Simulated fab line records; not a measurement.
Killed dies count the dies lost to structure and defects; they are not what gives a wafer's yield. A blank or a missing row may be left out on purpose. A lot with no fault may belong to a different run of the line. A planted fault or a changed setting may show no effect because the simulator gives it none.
Struck lot and sound lot, side by side	flow nand_harc	15 steps out of a route of 1302
Sound: the wafers L939.2, L939.3, L939.4. Wafers L934.1, L934.2, L934.5 were the ones struck. The cause is given at the end.
Each step with rows lists, per side, the tool, then ch with its chambers, then its first start. Under that, the readings that differ: sound wafers	struck wafers	difference of the means	sigmas: that difference in standard deviations of wafers without a fault.
alike: same words and numbers on both sides, and readings whose means sit less than 2 such deviations apart. not compared: any withheld reading, any reading some wafer has no value for, any bound like >300 that may hide the same value, and any number with overlapping values for which the record gives no deviation.
The two part at a step that has a row with sigmas, a row that says differs or no value, or rows on one side only. When numbers do not overlap yet have no deviation, they are printed without sigmas and do not part them. A reading that every wafer of one side lacks parts them only if that side has two wafers or more.

NHARC_A_CHANNEL_HOLE_D2_XSEM_32:
  sound on xsem-01 ch 0, day 20 23:55; struck on xsem-02 ch 0, day 19 14:30
  alike: bot_cd_nm, bow_nm, tilt_deg
NHARC_A_CHANNEL_HOLE_D2_INSPECT_40:
  sound on defect_inspect-02 at day 21 00:00; struck on defect_inspect-01 at day 19 14:35
  alike: raw_defect_count
then, 2 steps without rows for these wafers: NHARC_A_CHANNEL_FILL_D2_PRECLEAN_00 (cleans in SC1); NHARC_A_CHANNEL_FILL_D2_SRD_01.
NHARC_A_CHANNEL_FILL_D2_ALD_02: deposits SiO2, target thk 6 nm, pulse time 10 s, ald cycles 60.
  sound on ald_hk-03 ch 0,2,3, day 21 00:11; struck on ald_hk-02 ch 1,2,3, day 19 16:45
  alike: heater_power_w, precursor_pulse_height_rel
NHARC_A_CHANNEL_FILL_D2_ALD_03: deposits SiNx, target thk 6 nm, pulse time 60 s, ald cycles 58.
  sound on ald_sin_batch-03 ch 0; struck on ald_sin_batch-02 ch 0
  alike: precursor_pulse_height_rel
then, 2 steps without rows for these wafers: NHARC_A_CHANNEL_FILL_D2_ALD_14 (deposits SiO2, target thk 2.5 nm, pulse time 10 s, ald cycles 25); NHARC_A_CHANNEL_FILL_D2_ALD_15 (deposits SiNx, target thk 2 nm, pulse time 60 s, ald cycles 19).
NHARC_A_CHANNEL_FILL_D2_ALD_16: deposits SiO2, target thk 1.5 nm, pulse time 10 s, ald cycles 15.
  sound on ald_hk-03 ch 0,2,3, day 21 13:37; struck on ald_hk-03 ch 2,3, day 20 04:19
  alike: heater_power_w, precursor_pulse_height_rel
then, 3 steps without rows for these wafers: NHARC_A_CHANNEL_FILL_D2_ANNEAL_17 (time 1800 s); NHARC_A_CHANNEL_FILL_D2_CVD_18 (deposits poly-Si, target thk 3 nm); NHARC_A_CHANNEL_FILL_D2_ETCHBACK_19 (etches the open film in HBr/Cl2, target depth 5 nm, time 1.7 s).
NHARC_A_CHANNEL_FILL_D2_ETCHBACK_20: etches the open film in C4F8/O2/Ar, target depth 27 nm, time 13.5 s.
  sound on rie_diel-12 ch 0,1,3, day 22 01:49; struck on rie_diel-12 ch 0,1,3, day 20 15:47
  no value came back on the struck wafers for any of 5 readings (bias_w (W), chamber_pressure_mTorr (mTorr) and others); on the sound wafers bias_w (W) reads 1494 1506 1500
  not compared: rf_hours_counter_h
NHARC_A_CHANNEL_FILL_D2_STRIP_28: strips in O2, time 20 s.
  sound on rie_diel-12 ch 0,1,3, day 22 01:55; struck on rie_diel-12 ch 0,2,3, day 20 15:52
  alike: drypump_motor_current_A, oes_product_au, rf_vpp_V, showerhead_plenum_p_Torr, throttle_valve_pct
  not compared: rf_hours_counter_h
-- jump in the record: it breaks off in module A_CHANNEL_FILL_D2 and resumes in module END (first step shown: number 1302 of the route), and 10 days separate the struck wafers' starts before and after --
NHARC_END_SORT_01:
  at this point the record logs the struck wafers (prober-01 ch 0, day 30 12:22) and has no rows for the sound ones

## WHERE THEY PART
At NHARC_A_CHANNEL_FILL_D2_ETCHBACK_20 first; at NHARC_END_SORT_01 last (within this record only).

WHY: whatever the simulator had introduced
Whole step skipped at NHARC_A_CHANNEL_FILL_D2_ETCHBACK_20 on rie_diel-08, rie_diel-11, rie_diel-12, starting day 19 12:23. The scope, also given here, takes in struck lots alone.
